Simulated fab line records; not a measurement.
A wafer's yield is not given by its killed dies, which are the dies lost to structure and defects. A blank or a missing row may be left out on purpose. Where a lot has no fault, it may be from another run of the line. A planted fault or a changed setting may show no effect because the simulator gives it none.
Which tool was responsible? / flow nand_harc / 24 lots with 72 wafers sampled at 6 steps, on a route of 1302 steps

== WHAT EACH GAUGE READ, for each wafer ==
NHARC_P_M2_CD_MEAS_16. Usual: cd_nm at 169.4 nm, with a standard deviation of 1.1.
lot=L074; measured=day 6 15:08; on=cd_sem-03; cd_nm (nm)=169.2 167.8 170.7; flag=
lot=L075; measured=day 6 22:55; on=cd_sem-03; cd_nm (nm)=168.9 170.5 168.2; flag=
lot=L076; measured=day 7 03:12; on=cd_sem-03; cd_nm (nm)=168.4 168.8 169.1; flag=
lot=L077; measured=day 7 22:02; on=cd_sem-01; cd_nm (nm)=171.5 169.2 170.8; flag=
lot=L078; measured=day 7 23:09; on=cd_sem-02; cd_nm (nm)=169.9 167.6 171.3; flag=
lot=L079; measured=day 8 16:32; on=cd_sem-01; cd_nm (nm)=168.8 169.0 169.4; flag=
lot=L080; measured=day 8 21:54; on=cd_sem-02; cd_nm (nm)=170.1 169.1 169.2; flag=
lot=L081; measured=day 9 08:17; on=cd_sem-03; cd_nm (nm)=167.7 167.3 170.5; flag=
lot=L082; measured=day 9 15:53; on=cd_sem-03; cd_nm (nm)=169.2 168.0 170.3; flag=
lot=L083; measured=day 10 09:33; on=cd_sem-03; cd_nm (nm)=169.7 169.9 170.1; flag=
lot=L084; measured=day 10 16:28; on=cd_sem-03; cd_nm (nm)=168.9 170.3 170.8; flag=
lot=L085; measured=day 11 01:45; on=cd_sem-03; cd_nm (nm)=167.7 169.0 168.3; flag=
lot=L086; measured=day 11 07:17; on=cd_sem-03; cd_nm (nm)=167.6 171.0 168.4; flag=
lot=L087; measured=day 12 06:46; on=cd_sem-02; cd_nm (nm)=168.7 169.2 169.6; flag=
lot=L088; measured=day 12 08:37; on=cd_sem-03; cd_nm (nm)=171.1 169.5 169.7; flag=
lot=L089; measured=day 12 12:01; on=cd_sem-03; cd_nm (nm)=167.8 169.7 169.4; flag=
lot=L090; measured=day 13 03:26; on=cd_sem-02; cd_nm (nm)=168.5 168.9 166.9; flag=
lot=L091; measured=day 13 08:47; on=cd_sem-01; cd_nm (nm)=169.2 170.7 170.6; flag=
lot=L092; measured=day 14 01:59; on=cd_sem-03; cd_nm (nm)=170.9 170.3 170.7; flag=
lot=L093; measured=day 14 02:11; on=cd_sem-02; cd_nm (nm)=169.4 169.4 169.4; flag=
lot=L094; measured=day 14 22:50; on=cd_sem-03; cd_nm (nm)=169.3 168.7 169.2; flag=
lot=L095; measured=day 15 02:24; on=cd_sem-03; cd_nm (nm)=169.4 170.1 170.6; flag=
lot=L096; measured=day 15 15:33; on=cd_sem-03; cd_nm (nm)=169.8 169.4 171.1; flag=
lot=L097; measured=day 16 07:26; on=cd_sem-02; cd_nm (nm)=167.3 169.2 167.9; flag=

NHARC_P_BONDPAD_OVL_MEAS_38. Usual: overlay_x_nm 0 nm, standard deviation 5.2; overlay_y_nm 3 nm, standard deviation 6.4.
lot=L074; measured=day 6 19:25; on=overlay-02; overlay_x_nm (nm)=-2 -2 -2; overlay_y_nm (nm)=5 5 5; flag=
lot=L075; measured=day 7 03:14; on=overlay-01; overlay_x_nm (nm)=0 1 1; overlay_y_nm (nm)=-2 -2 -2; flag=
lot=L076; measured=day 7 07:16; on=overlay-02; overlay_x_nm (nm)=7 7 7; overlay_y_nm (nm)=12 12 12; flag=
lot=L077; measured=day 8 02:16; on=overlay-01; overlay_x_nm (nm)=6 5 5; overlay_y_nm (nm)=-1 -1 -1; flag=
lot=L078; measured=day 8 03:36; on=overlay-02; overlay_x_nm (nm)=-1 -1 0; overlay_y_nm (nm)=-7 -7 -7; flag=
lot=L079; measured=day 8 20:40; on=overlay-02; overlay_x_nm (nm)=4 5 4; overlay_y_nm (nm)=-1 -1 -1; flag=
lot=L080; measured=day 9 04:07; on=overlay-02; overlay_x_nm (nm)=-8 -9 -9; overlay_y_nm (nm)=1 1 1; flag=
lot=L081; measured=day 9 12:26; on=overlay-01; overlay_x_nm (nm)=0 0 0; overlay_y_nm (nm)=3 3 3; flag=
lot=L082; measured=day 9 20:05; on=overlay-02; overlay_x_nm (nm)=-1 -1 -1; overlay_y_nm (nm)=6 6 5; flag=
lot=L083; measured=day 10 13:51; on=overlay-02; overlay_x_nm (nm)=8 8 7; overlay_y_nm (nm)=-4 -3 -3; flag=
lot=L084; measured=day 10 20:37; on=overlay-01; overlay_x_nm (nm)=-2 -2 -1; overlay_y_nm (nm)=13 14 13; flag=
lot=L085; measured=day 11 05:55; on=overlay-01; overlay_x_nm (nm)=0 0 1; overlay_y_nm (nm)=5 5 5; flag=
lot=L086; measured=day 11 11:28; on=overlay-01; overlay_x_nm (nm)=-12 -12 -12; overlay_y_nm (nm)=22 22 22; flag=
lot=L087; measured=day 12 10:53; on=overlay-02; overlay_x_nm (nm)=0 0 0; overlay_y_nm (nm)=1 1 1; flag=
lot=L088; measured=day 12 12:54; on=overlay-01; overlay_x_nm (nm)=-1 -1 -1; overlay_y_nm (nm)=2 2 2; flag=
lot=L089; measured=day 12 16:01; on=overlay-02; overlay_x_nm (nm)=-2 -2 -2; overlay_y_nm (nm)=9 9 9; flag=
lot=L090; measured=day 13 07:35; on=overlay-02; overlay_x_nm (nm)=-4 -5 -4; overlay_y_nm (nm)=4 3 4; flag=
lot=L091; measured=day 13 12:55; on=overlay-02; overlay_x_nm (nm)=-4 -4 -3; overlay_y_nm (nm)=-6 -5 -6; flag=
lot=L092; measured=day 14 06:09; on=overlay-01; overlay_x_nm (nm)=-3 -4 -3; overlay_y_nm (nm)=-2 -1 -2; flag=
lot=L093; measured=day 14 06:29; on=overlay-02; overlay_x_nm (nm)=3 3 4; overlay_y_nm (nm)=2 2 2; flag=
lot=L094; measured=day 15 02:58; on=overlay-02; overlay_x_nm (nm)=-3 -3 -3; overlay_y_nm (nm)=2 2 1; flag=
lot=L095; measured=day 15 06:25; on=overlay-01; overlay_x_nm (nm)=5 5 5; overlay_y_nm (nm)=-6 -6 -6; flag=
lot=L096; measured=day 15 19:53; on=overlay-02; overlay_x_nm (nm)=3 3 3; overlay_y_nm (nm)=5 5 3; flag=
lot=L097; measured=day 16 11:38; on=overlay-02; overlay_x_nm (nm)=12 12 12; overlay_y_nm (nm)=4 3 3; flag=

NHARC_P_BONDPAD_CD_MEAS_13. Usual: cd_nm at 499.8 nm, with a standard deviation of 2.9.
lot=L074; measured=day 6 19:53; on=cd_sem-02; cd_nm (nm)=504.7 500.3 499.1; flag=
lot=L075; measured=day 7 03:41; on=cd_sem-02; cd_nm (nm)=495.2 500.1 496.4; flag=
lot=L076; measured=day 7 07:43; on=cd_sem-01; cd_nm (nm)=496.5 497.2 499.2; flag=
lot=L077; measured=day 8 02:44; on=cd_sem-03; cd_nm (nm)=499.5 496.2 503.2; flag=
lot=L078; measured=day 8 04:04; on=cd_sem-01; cd_nm (nm)=500.5 494.9 503.3; flag=
lot=L079; measured=day 8 21:06; on=cd_sem-03; cd_nm (nm)=504.7 507.3 505.5; flag=
lot=L080; measured=day 9 04:34; on=cd_sem-02; cd_nm (nm)=500.3 501.2 498.7; flag=
lot=L081; measured=day 9 12:53; on=cd_sem-01; cd_nm (nm)=498.3 504.9 497.4; flag=
lot=L082; measured=day 9 20:31; on=cd_sem-02; cd_nm (nm)=500.7 504.8 502.8; flag=
lot=L083; measured=day 10 14:17; on=cd_sem-03; cd_nm (nm)=497.6 505.5 503.9; flag=
lot=L084; measured=day 10 21:04; on=cd_sem-02; cd_nm (nm)=498.0 498.9 497.5; flag=
lot=L085; measured=day 11 06:22; on=cd_sem-03; cd_nm (nm)=499.8 494.9 497.9; flag=
lot=L086; measured=day 11 11:55; on=cd_sem-03; cd_nm (nm)=498.0 499.2 498.5; flag=
lot=L087; measured=day 12 11:19; on=cd_sem-03; cd_nm (nm)=502.4 503.9 501.7; flag=
lot=L088; measured=day 12 13:20; on=cd_sem-01; cd_nm (nm)=499.0 499.6 503.2; flag=
lot=L089; measured=day 12 16:30; on=cd_sem-01; cd_nm (nm)=501.1 499.2 501.3; flag=
lot=L090; measured=day 13 08:01; on=cd_sem-03; cd_nm (nm)=498.7 498.6 500.0; flag=
lot=L091; measured=day 13 13:25; on=cd_sem-03; cd_nm (nm)=494.2 498.7 499.7; flag=
lot=L092; measured=day 14 06:35; on=cd_sem-01; cd_nm (nm)=504.1 497.6 501.9; flag=
lot=L093; measured=day 14 06:56; on=cd_sem-01; cd_nm (nm)=500.0 499.6 498.8; flag=
lot=L094; measured=day 15 03:25; on=cd_sem-01; cd_nm (nm)=497.4 503.9 497.7; flag=
lot=L095; measured=day 15 06:52; on=cd_sem-03; cd_nm (nm)=501.4 504.2 502.2; flag=
lot=L096; measured=day 15 20:20; on=cd_sem-03; cd_nm (nm)=498.7 501.0 502.8; flag=
lot=L097; measured=day 16 12:05; on=cd_sem-03; cd_nm (nm)=498.6 501.2 497.6; flag=

== WHAT TOOL EACH LOT RAN ON (gives the tool, then ch and the chambers of the sampled wafers, and finally the start) ==
lot=L074; NHARC_P_M0_PVD_20=pvd_sputter-03, day 6 11:35 or earlier; NHARC_P_M1_DEGAS_29=pvd_sputter-01, day 6 11:35; NHARC_P_M2_PVD_21=pvd_sputter-02, day 6 19:25 or earlier
lot=L075; NHARC_P_M0_PVD_20=pvd_sputter-02, day 6 19:30 or earlier; NHARC_P_M1_DEGAS_29=pvd_sputter-03, day 6 19:30; NHARC_P_M2_PVD_21=pvd_sputter-02, day 7 03:14 or earlier
lot=L076; NHARC_P_M0_PVD_20=pvd_sputter-02, day 6 23:46 or earlier; NHARC_P_M1_DEGAS_29=pvd_sputter-01, day 6 23:46; NHARC_P_M2_PVD_21=pvd_sputter-02, day 7 07:16 or earlier
lot=L077; NHARC_P_M0_PVD_20=pvd_sputter-03, day 7 18:26 or earlier; NHARC_P_M1_DEGAS_29=pvd_sputter-02, day 7 18:26; NHARC_P_M2_PVD_21=pvd_sputter-01, day 8 02:16 or earlier
lot=L078; NHARC_P_M0_PVD_20=pvd_sputter-01, day 7 19:33 or earlier; NHARC_P_M1_DEGAS_29=pvd_sputter-03, day 7 19:33; NHARC_P_M2_PVD_21=pvd_sputter-02, day 8 03:36 or earlier
lot=L079; NHARC_P_M0_PVD_20=pvd_sputter-01, day 8 13:06 or earlier; NHARC_P_M1_DEGAS_29=pvd_sputter-01, day 8 13:06; NHARC_P_M2_PVD_21=pvd_sputter-02, day 8 20:40 or earlier
lot=L080; NHARC_P_M0_PVD_20=pvd_sputter-02, day 8 18:29 or earlier; NHARC_P_M1_DEGAS_29=pvd_sputter-03, day 8 18:29; NHARC_P_M2_PVD_21=pvd_sputter-02, day 9 04:07 or earlier
lot=L081; NHARC_P_M0_PVD_20=pvd_sputter-01, day 9 04:43 or earlier; NHARC_P_M1_DEGAS_29=pvd_sputter-01, day 9 04:43; NHARC_P_M2_PVD_21=pvd_sputter-02, day 9 09:14
lot=L082; NHARC_P_M0_PVD_20=pvd_sputter-03, day 9 12:26 or earlier; NHARC_P_M1_DEGAS_29=pvd_sputter-02, day 9 12:26; NHARC_P_M2_PVD_21=pvd_sputter-01, day 9 20:05 or earlier
lot=L083; NHARC_P_M0_PVD_20=pvd_sputter-02, day 10 06:14 or earlier; NHARC_P_M1_DEGAS_29=pvd_sputter-03, day 10 06:14; NHARC_P_M2_PVD_21=pvd_sputter-03, day 10 13:51 or earlier
lot=L084; NHARC_P_M0_PVD_20=pvd_sputter-03, day 10 13:08 or earlier; NHARC_P_M1_DEGAS_29=pvd_sputter-03, day 10 13:08; NHARC_P_M2_PVD_21=pvd_sputter-02, day 10 20:37 or earlier
lot=L085; NHARC_P_M0_PVD_20=pvd_sputter-03, day 10 22:19 or earlier; NHARC_P_M1_DEGAS_29=pvd_sputter-03, day 10 22:19; NHARC_P_M2_PVD_21=pvd_sputter-02, day 11 05:55 or earlier
lot=L086; NHARC_P_M0_PVD_20=pvd_sputter-02, day 11 03:52 or earlier; NHARC_P_M1_DEGAS_29=pvd_sputter-01, day 11 03:52; NHARC_P_M2_PVD_21=pvd_sputter-01, day 11 11:28 or earlier
lot=L087; NHARC_P_M0_PVD_20=pvd_sputter-03, day 12 03:20 or earlier; NHARC_P_M1_DEGAS_29=pvd_sputter-01, day 12 03:20; NHARC_P_M2_PVD_21=pvd_sputter-01, day 12 10:53 or earlier
lot=L088; NHARC_P_M0_PVD_20=pvd_sputter-03, day 12 04:55 or earlier; NHARC_P_M1_DEGAS_29=pvd_sputter-03, day 12 04:55; NHARC_P_M2_PVD_21=pvd_sputter-01, day 12 12:54 or earlier
lot=L089; NHARC_P_M0_PVD_20=pvd_sputter-02, day 12 08:36 or earlier; NHARC_P_M1_DEGAS_29=pvd_sputter-03, day 12 08:36; NHARC_P_M2_PVD_21=pvd_sputter-03, day 12 16:01 or earlier
lot=L090; NHARC_P_M0_PVD_20=pvd_sputter-03, day 13 00:00 or earlier; NHARC_P_M1_DEGAS_29=pvd_sputter-01, day 13 00:00; NHARC_P_M2_PVD_21=pvd_sputter-01, day 13 07:35 or earlier
lot=L091; NHARC_P_M0_PVD_20=pvd_sputter-02, day 13 05:20 or earlier; NHARC_P_M1_DEGAS_29=pvd_sputter-02, day 13 05:20; NHARC_P_M2_PVD_21=pvd_sputter-03, day 13 12:55 or earlier
lot=L092; NHARC_P_M0_PVD_20=pvd_sputter-03, day 13 22:31 or earlier; NHARC_P_M1_DEGAS_29=pvd_sputter-02, day 13 22:31; NHARC_P_M2_PVD_21=pvd_sputter-03, day 14 06:09 or earlier
lot=L093; NHARC_P_M0_PVD_20=pvd_sputter-01, day 13 22:43 or earlier; NHARC_P_M1_DEGAS_29=pvd_sputter-01, day 13 22:43; NHARC_P_M2_PVD_21=pvd_sputter-02, day 14 06:29 or earlier
lot=L094; NHARC_P_M0_PVD_20=pvd_sputter-01, day 14 19:30 or earlier; NHARC_P_M1_DEGAS_29=pvd_sputter-02, day 14 19:30; NHARC_P_M2_PVD_21=pvd_sputter-01, day 15 02:58 or earlier
lot=L095; NHARC_P_M0_PVD_20=pvd_sputter-03, day 14 22:55 or earlier; NHARC_P_M1_DEGAS_29=pvd_sputter-03, day 14 22:55; NHARC_P_M2_PVD_21=pvd_sputter-03, day 15 06:25 or earlier
lot=L096; NHARC_P_M0_PVD_20=pvd_sputter-01, day 15 12:06 or earlier; NHARC_P_M1_DEGAS_29=pvd_sputter-01, day 15 12:06; NHARC_P_M2_PVD_21=pvd_sputter-02, day 15 19:53 or earlier
lot=L097; NHARC_P_M0_PVD_20=pvd_sputter-01, day 16 03:59 or earlier; NHARC_P_M1_DEGAS_29=pvd_sputter-01, day 16 03:59; NHARC_P_M2_PVD_21=pvd_sputter-02, day 16 11:38 or earlier
- NHARC_P_M0_PVD_20: deposits TaN, target thk 5 nm, time 8.06 s.
- NHARC_P_M1_DEGAS_29: time 60 s.
- NHARC_P_M2_PVD_21: deposits Cu, target thk 30 nm, time 20.49 s.

== AS READ BY THE TOOLS THEMSELVES (means over the sampled wafers that have a number; for cases with no such wafer, the mark the record gives instead) ==
NHARC_P_M0_PVD_20. Usual: throttle_valve_pct at 30.2 %, with a standard deviation of 1.
lot=L074; tool=pvd_sputter-03; throttle_valve_pct (%)=29.2; flag=
lot=L075; tool=pvd_sputter-02; throttle_valve_pct (%)=30.7; flag=
lot=L076; tool=pvd_sputter-02; throttle_valve_pct (%)=30.8; flag=
lot=L077; tool=pvd_sputter-03; throttle_valve_pct (%)=29.4; flag=
lot=L078; tool=pvd_sputter-01; throttle_valve_pct (%)=30.6; flag=
lot=L079; tool=pvd_sputter-01; throttle_valve_pct (%)=30.0; flag=
lot=L080; tool=pvd_sputter-02; throttle_valve_pct (%)=30.7; flag=
lot=L081; tool=pvd_sputter-01; throttle_valve_pct (%)=30.6; flag=
lot=L082; tool=pvd_sputter-03; throttle_valve_pct (%)=29.6; flag=
lot=L083; tool=pvd_sputter-02; throttle_valve_pct (%)=31.2; flag=
lot=L084; tool=pvd_sputter-03; throttle_valve_pct (%)=29.0; flag=
lot=L085; tool=pvd_sputter-03; throttle_valve_pct (%)=30.0; flag=
lot=L086; tool=pvd_sputter-02; throttle_valve_pct (%)=30.7; flag=
lot=L087; tool=pvd_sputter-03; throttle_valve_pct (%)=29.6; flag=
lot=L088; tool=pvd_sputter-03; throttle_valve_pct (%)=29.7; flag=
lot=L089; tool=pvd_sputter-02; throttle_valve_pct (%)=30.2; flag=
lot=L090; tool=pvd_sputter-03; throttle_valve_pct (%)=29.5; flag=
lot=L091; tool=pvd_sputter-02; throttle_valve_pct (%)=31.7; flag=
lot=L092; tool=pvd_sputter-03; throttle_valve_pct (%)=29.5; flag=
lot=L093; tool=pvd_sputter-01; throttle_valve_pct (%)=30.9; flag=
lot=L094; tool=pvd_sputter-01; throttle_valve_pct (%)=31.2; flag=
lot=L095; tool=pvd_sputter-03; throttle_valve_pct (%)=30.0; flag=
lot=L096; tool=pvd_sputter-01; throttle_valve_pct (%)=29.7; flag=
lot=L097; tool=pvd_sputter-01; throttle_valve_pct (%)=30.3; flag=

NHARC_P_M1_DEGAS_29. Usual: heater_power_w 335 W, standard deviation 27; susceptor_temp_C 250.01 C, standard deviation 0.16.
lot=L074; tool=pvd_sputter-01; heater_power_w (W)=326; susceptor_temp_C (C)=250.06; flag=
lot=L075; tool=pvd_sputter-03; heater_power_w (W)=347; susceptor_temp_C (C)=249.85; flag=
lot=L076; tool=pvd_sputter-01; heater_power_w (W)=332; susceptor_temp_C (C)=249.93; flag=
lot=L077; tool=pvd_sputter-02; heater_power_w (W)=314; susceptor_temp_C (C)=250.22; flag=
lot=L078; tool=pvd_sputter-03; heater_power_w (W)=341; susceptor_temp_C (C)=250.13; flag=
lot=L079; tool=pvd_sputter-01; heater_power_w (W)=347; susceptor_temp_C (C)=249.98; flag=
lot=L080; tool=pvd_sputter-03; heater_power_w (W)=361; susceptor_temp_C (C)=250.07; flag=
lot=L081; tool=pvd_sputter-01; heater_power_w (W)=343; susceptor_temp_C (C)=250.00; flag=
lot=L082; tool=pvd_sputter-02; heater_power_w (W)=311; susceptor_temp_C (C)=249.94; flag=
lot=L083; tool=pvd_sputter-03; heater_power_w (W)=341; susceptor_temp_C (C)=250.16; flag=
lot=L084; tool=pvd_sputter-03; heater_power_w (W)=359; susceptor_temp_C (C)=250.04; flag=
lot=L085; tool=pvd_sputter-03; heater_power_w (W)=363; susceptor_temp_C (C)=250.01; flag=
lot=L086; tool=pvd_sputter-01; heater_power_w (W)=306; susceptor_temp_C (C)=249.97; flag=
lot=L087; tool=pvd_sputter-01; heater_power_w (W)=319; susceptor_temp_C (C)=250.09; flag=
lot=L088; tool=pvd_sputter-03; heater_power_w (W)=352; susceptor_temp_C (C)=250.01; flag=
lot=L089; tool=pvd_sputter-03; heater_power_w (W)=350; susceptor_temp_C (C)=250.17; flag=
lot=L090; tool=pvd_sputter-01; heater_power_w (W)=312; susceptor_temp_C (C)=249.85; flag=
lot=L091; tool=pvd_sputter-02; heater_power_w (W)=294; susceptor_temp_C (C)=250.01; flag=
lot=L092; tool=pvd_sputter-02; heater_power_w (W)=334; susceptor_temp_C (C)=249.96; flag=
lot=L093; tool=pvd_sputter-01; heater_power_w (W)=295; susceptor_temp_C (C)=250.05; flag=
lot=L094; tool=pvd_sputter-02; heater_power_w (W)=328; susceptor_temp_C (C)=249.96; flag=
lot=L095; tool=pvd_sputter-03; heater_power_w (W)=340; susceptor_temp_C (C)=249.95; flag=
lot=L096; tool=pvd_sputter-01; heater_power_w (W)=325; susceptor_temp_C (C)=249.82; flag=
lot=L097; tool=pvd_sputter-01; heater_power_w (W)=329; susceptor_temp_C (C)=250.07; flag=

NHARC_P_M2_PVD_21. Usual: throttle_valve_pct at 30.5 %, with a standard deviation of 0.97.
lot=L074; tool=pvd_sputter-02; throttle_valve_pct (%)=30.7; flag=
lot=L075; tool=pvd_sputter-02; throttle_valve_pct (%)=31.5; flag=
lot=L076; tool=pvd_sputter-02; throttle_valve_pct (%)=30.3; flag=
lot=L077; tool=pvd_sputter-01; throttle_valve_pct (%)=30.1; flag=
lot=L078; tool=pvd_sputter-02; throttle_valve_pct (%)=30.6; flag=
lot=L079; tool=pvd_sputter-02; throttle_valve_pct (%)=31.0; flag=
lot=L080; tool=pvd_sputter-02; throttle_valve_pct (%)=31.2; flag=
lot=L081; tool=pvd_sputter-02; throttle_valve_pct (%)=30.3; flag=
lot=L082; tool=pvd_sputter-01; throttle_valve_pct (%)=30.7; flag=
lot=L083; tool=pvd_sputter-03; throttle_valve_pct (%)=29.8; flag=
lot=L084; tool=pvd_sputter-02; throttle_valve_pct (%)=31.6; flag=
lot=L085; tool=pvd_sputter-02; throttle_valve_pct (%)=31.4; flag=
lot=L086; tool=pvd_sputter-01; throttle_valve_pct (%)=30.5; flag=
lot=L087; tool=pvd_sputter-01; throttle_valve_pct (%)=30.4; flag=
lot=L088; tool=pvd_sputter-01; throttle_valve_pct (%)=30.7; flag=
lot=L089; tool=pvd_sputter-03; throttle_valve_pct (%)=30.1; flag=
lot=L090; tool=pvd_sputter-01; throttle_valve_pct (%)=31.2; flag=
lot=L091; tool=pvd_sputter-03; throttle_valve_pct (%)=29.3; flag=
lot=L092; tool=pvd_sputter-03; throttle_valve_pct (%)=29.5; flag=
lot=L093; tool=pvd_sputter-02; throttle_valve_pct (%)=30.8; flag=
lot=L094; tool=pvd_sputter-01; throttle_valve_pct (%)=30.7; flag=
lot=L095; tool=pvd_sputter-03; throttle_valve_pct (%)=29.2; flag=
lot=L096; tool=pvd_sputter-02; throttle_valve_pct (%)=31.1; flag=
lot=L097; tool=pvd_sputter-02; throttle_valve_pct (%)=30.9; flag=

== THE ANSWER, worked out from the rows above alone ==
Rule: take the mean of a lot's wafers that have a number; if it is more than 3 standard deviations from the usual mean, the lot is off. Also off: a lot with no number at a reading for which 4 or more lots have one. Where the step has rows for the other lots, those lots are counted as sound. Order of review: gauges by route order, followed by the tools' own readings, for which a lot's mean as printed above is used. At the first step where some lot is off, the reading lying furthest off is the one used; lots without a number count as furthest.
None of the lots is off at any reading shown; this tells nothing.

== WHAT THE SIMULATOR PUT IN ==
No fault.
